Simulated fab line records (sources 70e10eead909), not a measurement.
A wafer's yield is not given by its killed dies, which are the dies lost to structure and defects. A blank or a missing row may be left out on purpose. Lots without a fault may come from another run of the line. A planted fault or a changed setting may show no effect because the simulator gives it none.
What tool caused it? ; flow nandHarc ; 72 wafers from 24 lots sampled at 5 of the route's 1302 steps

WHAT THE GAUGES READ, wafer by wafer
NHARC_A_CONTACT_CD_MEAS_08 targets a cd of 200 nm.
lot;measured;on;cdNm (nm)
L074;day 23 06:08;cdSem-02;200.2 200.0 200.3
L075;day 23 08:05;cdSem-02;199.6 200.4 200.5
L077;day 23 10:38;cdSem-01;200.6 200.7 199.9
L076;day 23 12:11;cdSem-01;199.5 199.6 199.4
L079;day 23 22:44;cdSem-01;199.6 200.2 200.2
L078;day 24 01:59;cdSem-01;199.7 199.8 199.9
L080;day 25 07:53;cdSem-01;199.4 200.4 200.4
L081;day 25 09:37;cdSem-03;200.9 200.3 200.7
L083;day 25 21:53;cdSem-03;199.5 198.9 199.9
L082;day 26 03:52;cdSem-01;200.2 200.7 200.3
L084;day 26 23:51;cdSem-01;199.9 199.6 200.4
L086;day 27 06:20;cdSem-01;199.1 200.1 200.1
L085;day 27 07:38;cdSem-02;199.9 199.7 200.4
L089;day 28 23:55;cdSem-02;199.9 200.3 200.3
L087;day 29 02:57;cdSem-01;200.6 200.6 200.2
L090;day 29 05:25;cdSem-03;199.5 199.3 199.5
L091;day 29 05:34;cdSem-01;200.7 200.0 200.3
L088;day 29 07:02;cdSem-03;200.5 200.1 200.4
L093;day 30 03:31;cdSem-02;200.5 200.0 200.2
L092;day 30 14:29;cdSem-02;199.8 199.0 199.8
L097;day 32 02:43;cdSem-02;200.7 200.8 199.8
L095;day 32 04:35;cdSem-02;200.2 200.6 200.6
L094;day 32 07:39;cdSem-01;200.3 199.7 199.1
L096;day 32 10:59;cdSem-01;200.2 199.8 199.5

EACH LOT AND THE TOOL THAT RAN IT (in order: tool; ch and the chambers of the sampled wafers; start)
lot;NHARC_A_CONTACT_ETCH_102;NHARC_A_CONTACT_DEP_57;NHARC_A_CONTACT_ETCH_78;NHARC_A_CONTACT_ETCH_132
L074;rieDiel-04 ch 1,2,3, day 22 12:45;aclDep-03 ch 0, day 22 15:01;rieDiel-06 ch 0,3, day 22 21:38 or earlier;harCapEtch-02 ch 1, day 22 21:38
L075;rieDiel-06 ch 0,1, day 22 13:02;aclDep-02 ch 0, day 22 15:38;rieDiel-04 ch 0,1, day 22 22:41 or earlier;harCapEtch-01 ch 0,1, day 22 22:41
L077;rieDiel-04 ch 2,3, day 22 18:55;aclDep-03 ch 0, day 23 00:05;rieDiel-04 ch 0,3, day 23 05:42 or earlier;harCapEtch-03 ch 0,1, day 23 05:42
L076;rieDiel-04 ch 0,1,2, day 22 19:23;aclDep-02 ch 0, day 22 23:16;rieDiel-06 ch 0,1,3, day 23 05:53 or earlier;harCapEtch-02 ch 0,1, day 23 05:53
L079;rieDiel-06 ch 1,2,3, day 23 10:19;aclDep-02 ch 0, day 23 10:59;rieDiel-04 ch 0,1,2, day 23 18:08 or earlier;harCapEtch-02 ch 0,1, day 23 18:08
L078;rieDiel-06 ch 1,2,3, day 23 12:55;aclDep-02 ch 0, day 23 14:14;rieDiel-13 ch 0,1,2, day 23 21:25 or earlier;harCapEtch-01 ch 0,1, day 23 21:25
L080;rieDiel-04 ch 0,2,3, day 24 04:19;aclDep-03 ch 0, day 24 05:58;rieDiel-04 ch 1,3, day 25 02:36 or earlier;harCapEtch-02 ch 0,1, day 25 02:36
L081;rieDiel-04 ch 1,3, day 24 08:23;aclDep-03 ch 0, day 24 12:59;rieDiel-06 ch 1,2,3, day 25 02:46 or earlier;harCapEtch-01 ch 0,1, day 25 02:46
L083;rieDiel-04 ch 1,3, day 25 05:10;aclDep-03 ch 0, day 25 07:46;rieDiel-04 ch 1,2,3, day 25 14:37 or earlier;harCapEtch-02 ch 0,1, day 25 14:37
L082;rieDiel-04 ch 0,1,3, day 25 14:01;aclDep-01 ch 0, day 25 16:19;rieDiel-04 ch 0,3, day 25 23:25 or earlier;harCapEtch-03 ch 0,1, day 25 23:25
L084;rieDiel-06 ch 2,3, day 26 08:31;aclDep-03 ch 0, day 26 10:58;rieDiel-04 ch 0,3, day 26 18:05 or earlier;harCapEtch-02 ch 0,1, day 26 18:05
L086;rieDiel-06 ch 1,3, day 26 17:25;aclDep-03 ch 0, day 26 19:08;rieDiel-04 ch 1,3, day 27 01:08 or earlier;harCapEtch-01 ch 0,1, day 27 01:08
L085;rieDiel-13 ch 0,1,2, day 26 17:45;aclDep-01 ch 0, day 26 19:51;rieDiel-06 ch 1,2,3, day 27 02:29 or earlier;harCapEtch-03 ch 0,1, day 27 02:29
L089;rieDiel-04 ch 0,1, day 28 10:06;aclDep-02 ch 0, day 28 10:48;rieDiel-04 ch 0,1,2, day 28 17:56 or earlier;harCapEtch-02 ch 0,1, day 28 17:56
L087;rieDiel-04 ch 0,2, day 28 10:08;aclDep-03 ch 0, day 28 12:03;rieDiel-04 ch 1,3, day 28 19:10 or earlier;harCapEtch-03 ch 0,1, day 28 19:10
L090;rieDiel-04 ch 0,1,3, day 28 11:04;aclDep-02 ch 0, day 28 14:31;rieDiel-04 ch 0,1,2, day 28 21:08 or earlier;harCapEtch-01 ch 1, day 28 21:08
L091;rieDiel-04 ch 1,2, day 28 13:37;aclDep-03 ch 0, day 28 15:20;rieDiel-13 ch 1,2,3, day 28 21:53 or earlier;harCapEtch-02 ch 0,1, day 28 21:53
L088;rieDiel-04 ch 0,2,3, day 28 13:38;aclDep-01 ch 0, day 28 16:07;rieDiel-13 ch 0,3, day 28 23:26 or earlier;harCapEtch-03 ch 0,1, day 28 23:26
L093;rieDiel-04 ch 1,2,3, day 29 07:02;aclDep-01 ch 0, day 29 17:19;rieDiel-04 ch 1,2,3, day 29 22:54 or earlier;harCapEtch-03 ch 0,1, day 29 22:54
L092;rieDiel-04 ch 2,3, day 30 00:41;aclDep-02 ch 0, day 30 04:03;rieDiel-04 ch 0,3, day 30 09:31 or earlier;harCapEtch-03 ch 0,1, day 30 09:31
L097;rieDiel-04 ch 0,1,3, day 31 11:40;aclDep-02 ch 0, day 31 12:19;rieDiel-13 ch 0,3, day 31 19:26 or earlier;harCapEtch-03 ch 0,1, day 31 19:26
L095;rieDiel-04 ch 1,2,3, day 31 12:18;aclDep-03 ch 0, day 31 15:15;rieDiel-13 ch 0,3, day 31 21:46 or earlier;harCapEtch-02 ch 0,1, day 31 21:46
L094;rieDiel-04 ch 0,2,3, day 31 17:20;aclDep-03 ch 0, day 31 19:50;rieDiel-04 ch 1,2,3, day 32 03:00 or earlier;harCapEtch-01 ch 0,1, day 32 03:00
L096;rieDiel-04 ch 0,2,3, day 31 17:45;aclDep-02 ch 0, day 31 23:35;rieDiel-04 ch 0,2,3, day 32 06:26 or earlier;harCapEtch-02 ch 0, day 32 06:26
- NHARC_A_CONTACT_ETCH_102: etches the open film in CF4/O2, target depth 100 nm, overetch 10 nm, time 55 s.
- NHARC_A_CONTACT_DEP_57: deposits aC, target thk 5300 nm.
- NHARC_A_CONTACT_ETCH_78: etches the open film in O2/COS, target depth 5300 nm, time 1378 s.
- NHARC_A_CONTACT_ETCH_132: etches the open film in C4F8/O2/Ar, time 197 s, target depth 1924 nm.

AS READ BY THE TOOLS THEMSELVES (means over the sampled wafers that have a number; for cases with no such wafer, the mark the record gives instead)
NHARC_A_CONTACT_ETCH_102.
lot;tool;drypumpMotorCurrentA (A);o2FlowSccm (sccm);oes_f_703_au (a.u.);oesProductAu (a.u.);rfFwdPowerW (W);rfVppV (V);showerheadPlenumPTorr (Torr);throttleValvePct (%)
L074;rieDiel-04;5.89;20.02;1.000;1.004;296.9;196.9;1.33;13.406
L075;rieDiel-06;6.30;19.97;0.998;1.005;298.0;199.0;1.39;13.397
L077;rieDiel-04;6.06;19.94;1.000;1.003;296.9;196.5;1.30;13.404
L076;rieDiel-04;5.91;20.00;1.000;1.000;297.9;196.4;1.30;13.390
L079;rieDiel-06;5.53;19.91;1.005;1.005;297.9;197.7;1.33;13.395
L078;rieDiel-06;5.54;19.96;0.996;1.003;297.6;198.6;1.33;13.400
L080;rieDiel-04;5.94;19.96;0.999;0.999;296.4;197.0;1.31;13.403
L081;rieDiel-04;5.71;19.96;0.997;0.992;298.2;197.4;1.36;13.401
L083;rieDiel-04;5.74;20.01;1.004;0.998;296.3;197.9;1.36;13.397
L082;rieDiel-04;5.75;19.98;1.003;0.992;297.3;198.3;1.34;13.402
L084;rieDiel-06;5.34;19.98;1.000;1.015;297.6;196.8;1.26;13.400
L086;rieDiel-06;5.59;20.02;1.003;1.002;296.9;198.0;1.33;13.397
L085;rieDiel-13;5.76;19.96;0.996;0.995;296.4;198.8;1.35;13.398
L089;rieDiel-04;5.73;19.95;0.997;0.996;296.9;196.8;1.33;13.395
L087;rieDiel-04;6.07;19.98;1.003;0.993;297.1;196.5;1.26;13.396
L090;rieDiel-04;5.74;20.02;1.002;1.003;296.5;197.2;1.33;13.407
L091;rieDiel-04;5.86;20.01;0.998;1.000;297.8;197.6;1.32;13.402
L088;rieDiel-04;5.92;20.02;1.001;0.996;296.7;196.6;1.30;13.396
L093;rieDiel-04;5.88;20.10;0.996;1.004;297.1;198.1;1.32;13.395
L092;rieDiel-04;6.07;19.99;0.998;0.998;298.2;197.2;1.29;13.400
L097;rieDiel-04;5.74;20.00;0.995;0.991;296.8;197.8;1.33;13.397
L095;rieDiel-04;5.88;20.02;0.996;1.003;297.5;197.3;1.32;13.392
L094;rieDiel-04;5.94;20.02;0.999;1.004;297.2;196.7;1.30;13.409
L096;rieDiel-04;5.93;19.96;0.999;0.992;297.9;197.1;1.30;13.396

NHARC_A_CONTACT_DEP_57.
lot;tool;throttleValvePct (%)
L074;aclDep-03;35.002
L075;aclDep-02;35.000
L077;aclDep-03;34.995
L076;aclDep-02;34.997
L079;aclDep-02;35.002
L078;aclDep-02;34.996
L080;aclDep-03;35.003
L081;aclDep-03;34.999
L083;aclDep-03;35.002
L082;aclDep-01;35.002
L084;aclDep-03;34.993
L086;aclDep-03;34.999
L085;aclDep-01;35.007
L089;aclDep-02;34.994
L087;aclDep-03;34.996
L090;aclDep-02;35.005
L091;aclDep-03;34.998
L088;aclDep-01;35.000
L093;aclDep-01;35.007
L092;aclDep-02;35.000
L097;aclDep-02;34.993
L095;aclDep-03;35.003
L094;aclDep-03;34.989
L096;aclDep-02;35.000

NHARC_A_CONTACT_ETCH_78.
lot;tool;drypumpMotorCurrentA (A);o2FlowSccm (sccm);oesProductAu (a.u.);rfFwdPowerW (W);rfVppV (V);showerheadPlenumPTorr (Torr);throttleValvePct (%)
L074;rieDiel-06;5.8;401.1;1.011;499.6;313.0;3.06;28.326
L075;rieDiel-04;5.7;399.1;0.993;499.8;314.5;3.11;28.338
L077;rieDiel-04;5.8;399.7;1.009;499.1;314.0;3.14;28.336
L076;rieDiel-06;6.0;400.5;1.012;500.1;315.6;3.19;28.332
L079;rieDiel-04;5.9;400.1;0.997;498.4;313.5;3.04;28.336
L078;rieDiel-13;5.7;399.5;0.999;499.4;314.9;3.17;28.326
L080;rieDiel-04;5.8;400.2;0.996;500.9;315.0;3.19;28.331
L081;rieDiel-06;5.5;399.8;1.003;500.5;314.6;3.10;28.334
L083;rieDiel-04;5.9;398.8;0.990;498.4;313.6;3.10;28.334
L082;rieDiel-04;5.8;398.6;1.001;501.0;313.6;3.14;28.330
L084;rieDiel-04;5.8;400.1;1.004;501.5;314.0;3.07;28.323
L086;rieDiel-04;5.7;399.0;1.004;500.6;315.4;3.17;28.326
L085;rieDiel-06;5.6;399.6;1.005;500.3;313.8;3.09;28.331
L089;rieDiel-04;5.9;399.9;0.995;500.6;312.5;3.03;28.330
L087;rieDiel-04;5.7;400.3;0.994;500.1;314.6;3.16;28.326
L090;rieDiel-04;5.9;398.9;0.999;498.6;313.0;3.03;28.326
L091;rieDiel-13;6.0;401.1;1.000;499.8;313.8;3.11;28.332
L088;rieDiel-13;6.0;400.7;1.009;500.4;315.2;3.23;28.323
L093;rieDiel-04;5.9;399.8;1.000;499.8;313.3;3.09;28.327
L092;rieDiel-04;5.8;400.1;1.003;500.2;315.4;3.13;28.328
L097;rieDiel-13;5.7;399.9;1.002;499.4;315.2;3.27;28.324
L095;rieDiel-13;6.0;400.5;0.999;500.8;315.8;3.22;28.332
L094;rieDiel-04;5.9;399.3;0.996;499.2;313.5;3.09;28.334
L096;rieDiel-04;5.9;399.8;0.994;499.3;313.0;3.04;28.322

THE ANSWER, worked out from the rows above alone
Rule: the usual values come from the lots themselves. The widest of any qualifying gaps counts: lots, ordered by their means at a reading, are off when they make up no more than a third of the lots, leave a main group of 4 or more, and stand apart from it by 3 or more times the standard deviation of that group's means. The tables above print the reading to a certain number of digits; a main group whose means all agree to those digits is not used. A lot without any number at a reading at which 4 lots or more have one is off too. All remaining lots with rows at the step are treated as sound. First the gauges in route order, then the tools' own readings, where a lot's mean is used as printed above. The first step at which some lot is off is used, and at that step the reading that is off furthest; a lot without a number counts as furthest.
No lot is off on any of the readings shown, so nothing can be concluded from this.

WHAT HAD BEEN PUT IN BY THE SIMULATOR
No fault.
